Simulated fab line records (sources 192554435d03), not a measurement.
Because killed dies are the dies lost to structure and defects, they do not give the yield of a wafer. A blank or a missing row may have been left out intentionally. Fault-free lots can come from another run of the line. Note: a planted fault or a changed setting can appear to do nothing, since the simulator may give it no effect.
fab line records :: flow n5Finfet
record:
  lots: 5
  wafers: 13
  lastDay: 18
route steps=1938 shown BEOL_M4@1099 BEOL_M5@1112 MIM_TOP@1838 PASSIVATION@1936
lots untouched by any fault: they come from a run of this same line in which no faults occurred
startH: the number of hours between the record's first day and the start of the first shown wafer of the lot :: waitH: hours since the lot's step before :: " same as the row above :: L1.1+2: a row that stands for several wafers :: - value missing, or start not given :: * or withheld: withheld :: < > ~ a bound
route shown NAME@n: NAME is a module with steps in the file, n the number in the route of the first one :: usual: mean and standard deviation over wafers with no fault :: same: alike in all rows :: chamber/n: place in a boat :: sites: per-site readings :: _std_site: the standard deviation of these :: _edge_site: outer sites' mean less inner sites' :: radiusMm: how far each site lies from the wafer's centre :: mask NAME#n: copy n :: behind: the tool/chamber that last shaped the wafer :: hold: reason for holding the lot/hours on hold/outcome of the hold :: device: transistor that didn't switch, given as n, p or np :: end of line: tests of these same wafers at the route's end :: for a step that has no rows: nothing shown but its recipe :: killed: count of dies lost to structure and defects at first sort (not the wafer's yield) :: map: a wafer's dies, x killed, . not, _ none there
set.NAME: the run value of the setting; set.NAME@STEP: its run value at that earlier step :: model.NAME: the simulator's own value behind a step, which no gauge read
lots at some steps of the route; a table a step, a row a wafer
services: from which hour (startH, from the record's first day; less than 0 if before it) a tool's chamber was out of use, for how many hours, and why
== steps ==
step: N5_BEOL_M4_ANNEAL_95
recipe:
  tempC: 400
  timeS: 240
  ambient: vacuum
step: N5_BEOL_M4_SPUTTER_96
recipe:
  material: Cu
  targetThkA: 45
  tempC: -20
  chamberPressurePa: 0.07
  powerW: withheld
  timeS: 8.29
step: N5_BEOL_M4_ECD_50
recipe:
  material: Cu
  targetThkA: 3000
step: N5_BEOL_M4_ANNEAL_51
recipe:
  tempC: 225
  timeS: 90
  ambient: N2
step: N5_BEOL_M4_CMP_52
recipe:
  stopOn: SiOC
  tOverpolishS: 6.8
  downForcePsi: 1
  platenRpm: 50
  clearingPlatenDownForcePsi: 1.5
  clearingPlatenRpm: 50
  postCmpClean: cuAlkaline
  targetThkNm: 40
  clearingPlatenPadVelocityMS: 0.99484
  padVelocityMS: 0.99484
step: N5_BEOL_M4_PRE_CLEAN_60
recipe:
  gas: NH3/H2
  timeS: 15
  tempC: *
  rfPowerW: 300
step: N5_BEOL_M4_CO_CAP_55
recipe:
  material: Co
  targetThkA: 20
  tempC: 200
  precursor: CCTBA/H2
  pressureTorr: 30
  timeS: 102.1
step: N5_BEOL_M4_PRE_CLEAN_56
recipe:
  gas: NH3
  timeS: 15
  tempC: withheld
  rfPowerW: 300
step: N5_BEOL_M4_DEP_57
recipe:
  material: SiCN
  targetThkA: 80
  tempC: withheld
  precursor: 3MS/NH3
  pressureTorr: 3
  rfW: 202
  timeS: 14
step: N5_BEOL_M4_RC_MEAS_101
usual:
  DIBL_N: 37.2/2.1
  DIBL_P: 37.3/2.3
  IOFF_N: 0.18/0.041
  IOFF_P: 0.24/0.042
  ION_N: 680/13
  ION_P: 466/7.7
  SS_N: 71.8/0.68
  SS_P: 73.5/0.66
  VT_N: 249/3.6
  VT_P: -248/3.4
lot.wafer: L810.2
tool: prober-02
chamber: 0
startH: 202.41
waitH: 0.2
DIBL_N[mV/V]: 35.6
DIBL_P[mV/V]: 31.9
IOFF_N[nA/um]: 0.12
IOFF_P[nA/um]: 0.15
ION_N[uA/um]: 661
ION_P[uA/um]: 453
SS_N[mV/dec]: 71.6
SS_P[mV/dec]: 72.6
VT_N[mV]: 255
VT_P[mV]: -252

lot.wafer: L810.4
tool: prober-02
chamber: 0
startH: 202.41
waitH: 0.2
DIBL_N[mV/V]: 34.7
DIBL_P[mV/V]: 31.6
IOFF_N[nA/um]: 0.12
IOFF_P[nA/um]: 0.15
ION_N[uA/um]: 659
ION_P[uA/um]: 453
SS_N[mV/dec]: 71.1
SS_P[mV/dec]: 72.2
VT_N[mV]: 252
VT_P[mV]: -253

lot.wafer: L810.5
tool: prober-02
chamber: 0
startH: 202.41
waitH: 0.2
DIBL_N[mV/V]: 34.7
DIBL_P[mV/V]: 31.7
IOFF_N[nA/um]: 0.11
IOFF_P[nA/um]: 0.15
ION_N[uA/um]: 661
ION_P[uA/um]: 455
SS_N[mV/dec]: 71.2
SS_P[mV/dec]: 72.2
VT_N[mV]: 255
VT_P[mV]: -254

lot.wafer: L825.2
tool: prober-01
chamber: 0
startH: 308.52
waitH: 0.6
DIBL_N[mV/V]: 38.6
DIBL_P[mV/V]: 38.9
IOFF_N[nA/um]: 0.16
IOFF_P[nA/um]: 0.22
ION_N[uA/um]: 668
ION_P[uA/um]: 455
SS_N[mV/dec]: 71.4
SS_P[mV/dec]: 73.9
VT_N[mV]: 253
VT_P[mV]: -252

lot.wafer: L825.4
tool: prober-01
chamber: 0
startH: 308.52
waitH: 0.6
DIBL_N[mV/V]: 35.9
DIBL_P[mV/V]: 35.5
IOFF_N[nA/um]: 0.12
IOFF_P[nA/um]: 0.19
ION_N[uA/um]: 665
ION_P[uA/um]: 464
SS_N[mV/dec]: 71.0
SS_P[mV/dec]: 72.7
VT_N[mV]: 252
VT_P[mV]: -254

lot.wafer: L826.1
tool: prober-02
chamber: 0
startH: 312.96
waitH: 0.0
DIBL_N[mV/V]: 36.9
DIBL_P[mV/V]: 35.6
IOFF_N[nA/um]: 0.15
IOFF_P[nA/um]: 0.21
ION_N[uA/um]: 683
ION_P[uA/um]: 469
SS_N[mV/dec]: 71.1
SS_P[mV/dec]: 73.1
VT_N[mV]: 251
VT_P[mV]: -250

lot.wafer: L826.4
tool: prober-02
chamber: 0
startH: 312.96
waitH: 0.0
DIBL_N[mV/V]: 37.4
DIBL_P[mV/V]: 36.3
IOFF_N[nA/um]: 0.16
IOFF_P[nA/um]: 0.21
ION_N[uA/um]: 673
ION_P[uA/um]: 471
SS_N[mV/dec]: 71.7
SS_P[mV/dec]: 73.4
VT_N[mV]: 251
VT_P[mV]: -248

lot.wafer: L826.5
tool: prober-02
chamber: 0
startH: 312.96
waitH: 0.0
DIBL_N[mV/V]: 40.1
DIBL_P[mV/V]: 38.5
IOFF_N[nA/um]: 0.21
IOFF_P[nA/um]: 0.25
ION_N[uA/um]: 682
ION_P[uA/um]: 470
SS_N[mV/dec]: 72.7
SS_P[mV/dec]: 74.0
VT_N[mV]: 247
VT_P[mV]: -247

lot.wafer: L824.1
tool: prober-01
chamber: 0
startH: 316.30
waitH: 0.0
DIBL_N[mV/V]: 37.4
DIBL_P[mV/V]: 39.8
IOFF_N[nA/um]: 0.20
IOFF_P[nA/um]: 0.28
ION_N[uA/um]: 684
ION_P[uA/um]: 477
SS_N[mV/dec]: 72.2
SS_P[mV/dec]: 74.0
VT_N[mV]: 248
VT_P[mV]: -246

lot.wafer: L824.2
tool: prober-01
chamber: 0
startH: 316.30
waitH: 0.0
DIBL_N[mV/V]: 37.5
DIBL_P[mV/V]: 39.5
IOFF_N[nA/um]: 0.21
IOFF_P[nA/um]: 0.27
ION_N[uA/um]: 694
ION_P[uA/um]: 473
SS_N[mV/dec]: 72.8
SS_P[mV/dec]: 73.7
VT_N[mV]: 247
VT_P[mV]: -245

lot.wafer: L824.3
tool: prober-01
chamber: 0
startH: 316.30
waitH: 0.0
DIBL_N[mV/V]: 37.1
DIBL_P[mV/V]: 39.2
IOFF_N[nA/um]: 0.20
IOFF_P[nA/um]: 0.28
ION_N[uA/um]: 698
ION_P[uA/um]: 483
SS_N[mV/dec]: 72.2
SS_P[mV/dec]: 73.8
VT_N[mV]: 244
VT_P[mV]: -245

lot.wafer: L827.5
tool: prober-02
chamber: 0
startH: 333.76
waitH: 0.6
DIBL_N[mV/V]: 35.1
DIBL_P[mV/V]: 36.1
IOFF_N[nA/um]: 0.15
IOFF_P[nA/um]: 0.20
ION_N[uA/um]: 685
ION_P[uA/um]: 466
SS_N[mV/dec]: 71.2
SS_P[mV/dec]: 74.2
VT_N[mV]: 249
VT_P[mV]: -252

lot.wafer: L827.6
tool: prober-02
chamber: 0
startH: 333.76
waitH: 0.6
DIBL_N[mV/V]: 37.7
DIBL_P[mV/V]: 37.5
IOFF_N[nA/um]: 0.19
IOFF_P[nA/um]: 0.22
ION_N[uA/um]: 685
ION_P[uA/um]: 460
SS_N[mV/dec]: 72.2
SS_P[mV/dec]: 73.7
VT_N[mV]: 248
VT_P[mV]: -251
step: N5_BEOL_M5_ILD_DEP_00
recipe:
  material: SiCOH_lowk
  targetThkA: 1406.4
  tempC: 300
  precursor: DEMS/porogen
  pressureTorr: 5
  rfW: 500
  timeS: 25.9
step: N5_BEOL_M5_CURE_79
recipe:
  tempC: 385
  timeS: 240
  ambient: He/Ar
  material: SiCOH_lowk
step: N5_BEOL_M5_PECVD_70
recipe:
  material: SiO2
  targetThkA: 160
  tempC: 400
  precursor: TEOS/O2
  pressureTorr: 5.5
  rfW: 450
  teosFlowSccm: 53.8
  gas: O2
  flowSccm: 3000
  timeS: 18
step: N5_BEOL_M5_HM_DEP_02
recipe:
  material: TiN
  targetThkA: 200
  tempC: 25
  chamberPressurePa: 0.49996
step: N5_BEOL_M5_COAT_59
recipe:
  resist: SOC
  tempC: 250
  timeS: 60
  spinRpm: 1500
  resistThkNm: 60
step: N5_BEOL_M5_COAT_60
recipe:
  resist: SiARC
  tempC: 220
  timeS: 60
  spinRpm: 1500
  resistThkNm: 12
step: N5_BEOL_M5_COAT_71
recipe:
  resist: underlayer
  tempC: 205
  timeS: 60
  spinRpm: 1500
  resistThkNm: 5
step: N5_BEOL_M5_COAT_05
recipe:
  resist: CAR-EUV
  spinRpm: 1500
  resistThkNm: 30
step: N5_BEOL_M5_EBR_07
recipe:
  solvent: PGMEA
  ebrWidthMm: 1.5
step: N5_BEOL_M5_SOFTBAKE_06
recipe:
  tempC: 110
  timeS: 60
  resist: CAR-EUV
step: N5_BEOL_M5_EXPOSE_08
recipe:
  maskId: M5
  na: 0.33
  sourceShape: annular
  sigmaInner: 0.4
  sigmaOuter: 0.8
  polarization: unpolarized
  targetCdNm: 28
  doseMj: 35.75
step: N5_BEOL_M5_PEB_09
recipe:
  pebTempC: 100
  pebTimeS: 60
  resist: CAR-EUV
step: N5_BEOL_M5_DEVELOP_10
recipe:
  developTimeS: 30
  developer: TMAH
  resist: CAR-EUV
  rinseLiquid: surfactantRinse
  dry: airSpin
  devTempC: 23
step: N5_BEOL_M5_DESCUM_16
recipe:
  chemistry: O2
  timeS: 7
  sourcePowerW: 50
  biasPowerW: 20
  pressureMtorr: 20
  rfFrequencyHz: 2.712e+07
  tempC: 40
  resist: CAR-EUV
  o2FlowSccm: 225
step: N5_BEOL_M5_ETCH_72
recipe:
  chemistry: N2/H2
  target: underlayer
  targetDepthA: 65
  maskMaterial: CAR-EUV
  timeS: 5.2
  ionEnergyEv: 200
  pressureMtorr: 30
  sourceW: 840
  biasW: 150
  n2FlowSccm: 200
  h2FlowSccm: 200
  ends: cleared
step: N5_BEOL_M5_ETCH_61
recipe:
  chemistry: CF4
  target: SiARC
  targetDepthA: 156
  maskMaterial: CAR-EUV
  timeS: 26
  ionEnergyEv: 80
  pressureMtorr: 40
  sourceW: 545
  biasW: 36
  Ar_flow_sccm: 100
  cf4FlowSccm: 100
  ends: cleared
step: N5_BEOL_M5_ETCH_62
recipe:
  chemistry: N2/H2
  target: SOC
  targetDepthA: 750
  overetchA: 150
  maskMaterial: SiARC
  tempC: 40
  timeS: 112.5
  ionEnergyEv: 200
  pressureMtorr: 30
  sourceW: 840
  biasW: 150
  n2FlowSccm: 200
  h2FlowSccm: 200
step: N5_BEOL_M5_STRIP_63
recipe:
  chemistry: N2/H2
  tempC: 40
  n2FlowSccm: 200
  h2FlowSccm: 200
  rfFrequencyHz: 6e+07
step: N5_BEOL_M5_STRIP_73
recipe:
  chemistry: N2/H2
  tempC: 40
  n2FlowSccm: 200
  h2FlowSccm: 200
  rfFrequencyHz: 6e+07
step: N5_BEOL_M5_STRIP_64
recipe:
  chemistry: CF4
  resist: SiARC
  powerW: 300
  biasPowerW: 75
  pressureMtorr: 50
  cf4FlowSccm: 150
  rfFrequencyHz: 6e+07
step: N5_BEOL_M5_HM_OPEN_17
recipe:
  chemistry: Cl2/BCl3
  targetDepthA: 200
  overetchA: 60
  target: TiN
  maskMaterial: SOC
  ionEnergyEv: 150
  pressureMtorr: 10
  icpW: 1000
  biasW: 126
  Cl2_flow_sccm: 53.25
  bcl3FlowSccm: 21.75
  Ar_flow_sccm: 25
step: N5_BEOL_M5_STRIP_19
recipe:
  chemistry: O2
  powerW: 400
  tempC: 40
  pressureMtorr: 30
  rfFrequencyHz: 6e+07
  biasPowerW: 0
  overashFraction: 0.2
  o2FlowSccm: 225
step: N5_BEOL_M5_COAT_65
recipe:
  resist: SOC
  tempC: 250
  timeS: 60
  spinRpm: 1500
  resistThkNm: 60
step: N5_BEOL_M5_COAT_66
recipe:
  resist: SiARC
  tempC: 220
  timeS: 60
  spinRpm: 1500
  resistThkNm: 12
step: N5_MIM_TOP_SPUTTER_03
recipe:
  material: TiN
  targetThkA: 350
  tempC: 200
  powerW: 3000
  chamberPressurePa: 0.49996
  gas: Ar
  reactivePartialPa: 0.37997
  timeS: 89.7
usual:
  cathodeDcPowerW: 3000.0/0.54
  susceptorTempC: 200.00/0.16
  throttleValvePct: 30.5/1.1
lot.wafer: L810.2
tool: pvdSputter-01
chamber: -
startH: 309.49
waitH: 0.0
cathodeDcPowerW: 3000.7
susceptorTempC: 199.96
throttleValvePct: 30.2
model.TiN_of_MIM_TOP_SPUTTER_03.thkNm: 34.8

lot.wafer: L810.4
tool: pvdSputter-01
chamber: -
startH: 309.49
waitH: 0.0
cathodeDcPowerW: 3000.7
susceptorTempC: 199.76
throttleValvePct: 31.1
model.TiN_of_MIM_TOP_SPUTTER_03.thkNm: 35.2

lot.wafer: L810.5
tool: pvdSputter-01
chamber: -
startH: 309.49
waitH: 0.0
cathodeDcPowerW: 3000.2
susceptorTempC: 200.22
throttleValvePct: 31.0
model.TiN_of_MIM_TOP_SPUTTER_03.thkNm: 34.8

lot.wafer: L826.1
tool: pvdSputter-01
chamber: -
startH: 403.69
waitH: 0.0
cathodeDcPowerW: 2999.1
susceptorTempC: 200.07
throttleValvePct: 31.1
model.TiN_of_MIM_TOP_SPUTTER_03.thkNm: 35.4

lot.wafer: L826.4
tool: pvdSputter-01
chamber: -
startH: 403.69
waitH: 0.0
cathodeDcPowerW: 3000.0
susceptorTempC: 199.72
throttleValvePct: 30.2
model.TiN_of_MIM_TOP_SPUTTER_03.thkNm: 39

lot.wafer: L826.5
tool: pvdSputter-01
chamber: -
startH: 403.69
waitH: 0.0
cathodeDcPowerW: 3000.5
susceptorTempC: 199.87
throttleValvePct: 31.3
model.TiN_of_MIM_TOP_SPUTTER_03.thkNm: 35.4

lot.wafer: L825.2
tool: pvdSputter-01
chamber: -
startH: 411.64
waitH: 0.0
cathodeDcPowerW: 2999.8
susceptorTempC: 199.96
throttleValvePct: 31.3
model.TiN_of_MIM_TOP_SPUTTER_03.thkNm: 34.8

lot.wafer: L825.4
tool: pvdSputter-01
chamber: -
startH: 411.64
waitH: 0.0
cathodeDcPowerW: 3000.6
susceptorTempC: 199.99
throttleValvePct: 31.3
model.TiN_of_MIM_TOP_SPUTTER_03.thkNm: 38

lot.wafer: L824.1
tool: pvdSputter-03
chamber: -
startH: 412.86
waitH: 0.0
cathodeDcPowerW: 3000.3
susceptorTempC: 200.07
throttleValvePct: 32.8
model.TiN_of_MIM_TOP_SPUTTER_03.thkNm: 35.2

lot.wafer: L824.2
tool: pvdSputter-03
chamber: -
startH: 412.86
waitH: 0.0
cathodeDcPowerW: 3000.7
susceptorTempC: 200.09
throttleValvePct: 29.3
model.TiN_of_MIM_TOP_SPUTTER_03.thkNm: 35.2

lot.wafer: L824.3
tool: pvdSputter-03
chamber: -
startH: 412.86
waitH: 0.0
cathodeDcPowerW: 3001.1
susceptorTempC: 199.97
throttleValvePct: 31.0
model.TiN_of_MIM_TOP_SPUTTER_03.thkNm: 34.6

lot.wafer: L827.5
tool: pvdSputter-01
chamber: -
startH: 428.67
waitH: 0.0
cathodeDcPowerW: 2999.8
susceptorTempC: 199.75
throttleValvePct: 30.0
model.TiN_of_MIM_TOP_SPUTTER_03.thkNm: 35

lot.wafer: L827.6
tool: pvdSputter-01
chamber: -
startH: 428.67
waitH: 0.0
cathodeDcPowerW: 3001.1
susceptorTempC: 200.20
throttleValvePct: 30.8
model.TiN_of_MIM_TOP_SPUTTER_03.thkNm: 39.2
step: N5_PASSIVATION_PROBE_49
usual:
  defectLimitedYield: 91.0/1.6
  killed_at_M0_to_M3: 35/11
  killed_at_M4_up: 14/5.3
  killedAtContacts: 13/6.7
  killedAtFrontEnd: 41/12
  killedAtOther: 3.9/2.7
  killedDies: 106/19
  killedOpen: 70/14
  killedShort: 35/8.8
  sort_bin_5_function: 5.3/1
  sort_bin_6_memory: 3.3/0.81
  sortNPass: 1073/19
  sortYieldPct: 91.0/1.6
same:
  grossDies: 1180
  killedAtBackSide: 0
  sort_bin_4_leakage[%]: 0
  sort_bin_8_speed[%]: 0
lot.wafer: L826.4
tool: prober-01
chamber: -
startH: 413.45
waitH: 0.2
defectLimitedYield[%]: 42.6
killed_at_M0_to_M3: 37
killed_at_M4_up: 21
killedAtContacts: 9
killedAtFrontEnd: 27
killedAtOther: 583
killedDies: 677
killedOpen: 74
killedShort: 29
sort_bin_5_function[%]: 5.8
sort_bin_6_memory[%]: 2.8
sortNPass: 503
sortYieldPct[%]: 42.6

lot.wafer: L825.4
tool: prober-01
chamber: -
startH: 422.93
waitH: 0.2
defectLimitedYield[%]: 41.5
killed_at_M0_to_M3: 40
killed_at_M4_up: 8
killedAtContacts: 16
killedAtFrontEnd: 52
killedAtOther: 574
killedDies: 690
killedOpen: 81
killedShort: 35
sort_bin_5_function[%]: 5.9
sort_bin_6_memory[%]: 3.6
sortNPass: 490
sortYieldPct[%]: 41.5

lot.wafer: L827.6
tool: prober-01
chamber: -
startH: 442.57
waitH: 0.3
defectLimitedYield[%]: 42.6
killed_at_M0_to_M3: 52
killed_at_M4_up: 20
killedAtContacts: 10
killedAtFrontEnd: 46
killedAtOther: 549
killedDies: 677
killedOpen: 91
killedShort: 38
sort_bin_5_function[%]: 6.4
sort_bin_6_memory[%]: 4.1
sortNPass: 503
sortYieldPct[%]: 42.6
killed by level:class
L826.4 MIM_TOP:areaSputter=574 BEOL_M1:geometricParticle:open=15 BEOL_M4:geometricParticle:open=13 BEOL_M2:geometricParticle:open=7 MOL_CONTACT_COAG:geometricParticle:open=6 GATE_CUT:geometricParticle:short=5 PAD_METAL:geometricParticle:open=5 FIN_SAQP:geometricParticle:open=4
L825.4 MIM_TOP:areaSputter=573 STI_FIN_REVEAL:geometricParticle:open=22 MOL_CONTACT_COAG:geometricParticle:open=14 BEOL_M0_SAQP:geometricParticle:short=10 BEOL_M0_SAQP:geometricParticle:open=9 FIN_SAQP:geometricParticle:open=7 GATE_CUT:geometricParticle:short=7 BEOL_M2:geometricParticle:open=7
L827.6 MIM_TOP:areaSputter=548 BEOL_M3:geometricParticle:open=15 STI_FIN_REVEAL:geometricParticle:open=13 BEOL_M1:geometricParticle:open=12 BEOL_M4:geometricParticle:open=10 BEOL_M2:geometricParticle:open=8 BEOL_M0_SAQP:geometricParticle:short=7 FIN_SAQP:geometricParticle:short=6
map L825.4 (x killed, . not)
_________________............________________
______________..............x..._____________
___________.........xx.....x.x.....__________
__________..............x...x..x...._________
________.........xx..x.x..xxxx.xx....._______
_______.x......xxx.x.xx.xxx...x.x......______
______...x.x...x.x.xx.xx.x.xx.xx....x..x_____
_____x......xxxxxxxxxxxxxxxxxxxxxxxx.....____
____....x.x.xx.xxxxxxxxxxxxxxxxxx...x.x..x___
___.x....x.xxxxxxxxxxxxxxxxxxxxxxxx.xx.....__
___........xxxxxxxxxxxxxxxxxxxxxxxxx.x.....__
__....xxx.xxxxxxxxxxxxxxxxxxxxxxxxxxxx.x...x_
__...xxxxxxxxxxxxxxxxxxxxxxxxxxxxxxx.xxxx..._
_......xxxxxxxxxxxxxxxxxxxxxxxxxxxxxxxx......
_.....x..xxxxxxxxxxxxxxxxxxxxxxxxxxxx.x......
_x...x..x.xxxxxxxxxxxxxxxxxxxxxxxxxxxxx.....x
_.......x.xxxxxxxxxxxxxxxxxxxxxxxxxxx....x...
_x..xxxxxxxxxxxxxxxxxxxxxxxxxxxxxxxxxx.......
_....x..xxxxxxxxxxxxxxxxxxxxxxxxxx.x.xx..x...
_.x..x.x..xxxxxxxxxxxxxxxxxxxxxxxxxxxxx....x.
_.x...xxxxxxxxxxxxxxxxxxxxxxxxxxxxxxxxxx.....
__.x....xxxxxxxxxxxxxxxxxxxxxxxxxxxxxxxx...._
__..x.x.xxxxxxxxxxxxxxxxxxxxxxxxxxxxx.x.x..x_
___....x.xxxxxxxxxxxxxxxxxxxxxxx.xx.....x..__
___.......xxxxxxxxxxxxxxxxxxxxxxxxxxxxx..x.__
____x....xx.xxxxxxxxxxxxxxx.xxxxxxx.......___
_____.x....x.xxxxxxxxxxxx.xxxxx.xxx......____
______........xxxxx..x.x.xxxx..xxx.....x_____
_______x..x....xxxxxxxxx.x..xxxx.......______
________.......x.....xxxxx..x.x......._______
__________..............xx....x....._________
___________........................__________
______________.............x.x.._____________
_________________............________________
map L826.4 (x killed, . not)
_________________...x........________________
______________....x.x...x......._____________
___________....x..x....x...x.......__________
__________........xx.....x.x.xx....._________
________......x.x..xxxxxx.....x....x.._______
_______.x.x..xxx.x..xxxxxxx.x.x........______
______......x..xxxxxx.xxx..x..x...x....._____
_____.....x..xxxx.xxxxx.xxxxxx....x...x..____
____...x..xxxxxxxxxxxxxxxxxxxxxxxx..x.....___
___x.....x..xxxxxxxxxxxxxxxxxx.xxx..x...x..__
___....xx.xxxxxxxxxxxxxxxxxxxxxxx.x.x..xx..__
__...x..xxxxxxxxxxxxxxxxxxxxxxxxxxxxxx.....x_
__.....xxxxxxxxxxxxxxxxxxxxxxxxxxxxx.x......_
_.....x..xxxxxxxxxxxxxxxxxxxxxxxxxx.xxx......
_......x.xxxxxxxxxxxxxxxxxxxxxxxxxxx...x..x..
_...xx.xxxxx.xxxxxxxxxxxxxxxxxxxxxxxxx.x.....
_......xxxxxxxxxxxxxxxxxxxxxxxxxxxxxxxxx.....
_......x.xxxxxxxxxxxxxxxxxxxxxxxxxxxxx.......
_x......xxxxxxxxxxxxxxxxxxxxxxxxxxxxx.x.....x
_......x.xxxxxxxxxxxxxxxxxxxxxxxxxx.xxxx.....
_.......x.xxxxxxxxxxxxxxxxxxxxxxxxxxx..x.....
__....xx.x.xxxxxxxxxxxxxxxxxxxxxxxxxxxx..x.._
__.....xxxxxxxxxxxxxxxxx.xxxxxxxxxxxx.xx...x_
___......x.xxxxxxxxxxxxxxxxxxxxxxxxxx......__
___.....x.xx.xxxxxxxxxxxxxxxxxx.xxxxx......__
____.......xxxx.xxxxxxxxxxxxxxxxx.x..x....___
_____...x.x.xxxxxxxxxxxxxxxxxxxxx....x.x.____
______....x.x..x.xxxxxxx.xxxxxxxx......._____
_______...xx.x.xx..x.xxxx.x...xx.....x.______
________.......x..xx.xx....xxx........_______
__________.......xx..xx..xx..x......_________
___________.......xx.......x.......__________
______________..............x..._____________
_________________.....x......________________
== services ==
tool: pvdSputter-03
chamber: -
startH: 294.50
hours: 0.8
kind: repair

tool: pvdSputter-03
chamber: -
startH: 376.74
hours: 2.5
kind: repair

tool: pvdSputter-01
chamber: -
startH: 396.40
hours: 1.4
kind: repair

tool: pvdSputter-01
chamber: -
startH: 421.49
hours: 1.7
kind: repair
== key ==
firstSign:
  step: N5_PASSIVATION_PROBE_49
  reading: killedAtOther
  direction: up
  sigmas: 99+
  usual: 3.9
  struck: 568.7
effect:
  step: N5_PASSIVATION_PROBE_49
  reading: sortNPass
  direction: down
  sigmas: 30
  usual: 1073
  struck: 499
modelEffect:
  step: N5_MIM_TOP_SPUTTER_03
  value: TiN_of_MIM_TOP_SPUTTER_03.thkNm
  without: 35.27
  struck: 38.73
moreKillsBornAt:
  N5_MIM_TOP_SPUTTER_03@pvdSputter-01: 1695
metAt N5_MIM_TOP_SPUTTER_03
struckWafers L825.4,L826.4,L827.6
onsetBetween 309.49 403.69
fault:
  kind: processParameterDrift
  tool: pvdSputter-01
  chamber: -
  onsetH: 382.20
  steps: N5_MIM_TOP_SPUTTER_03
  channel: timeS
  offset: *
  shape: step
  endH: 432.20
  scope: struckWafersOnly
  actsIn: *
  stated: *
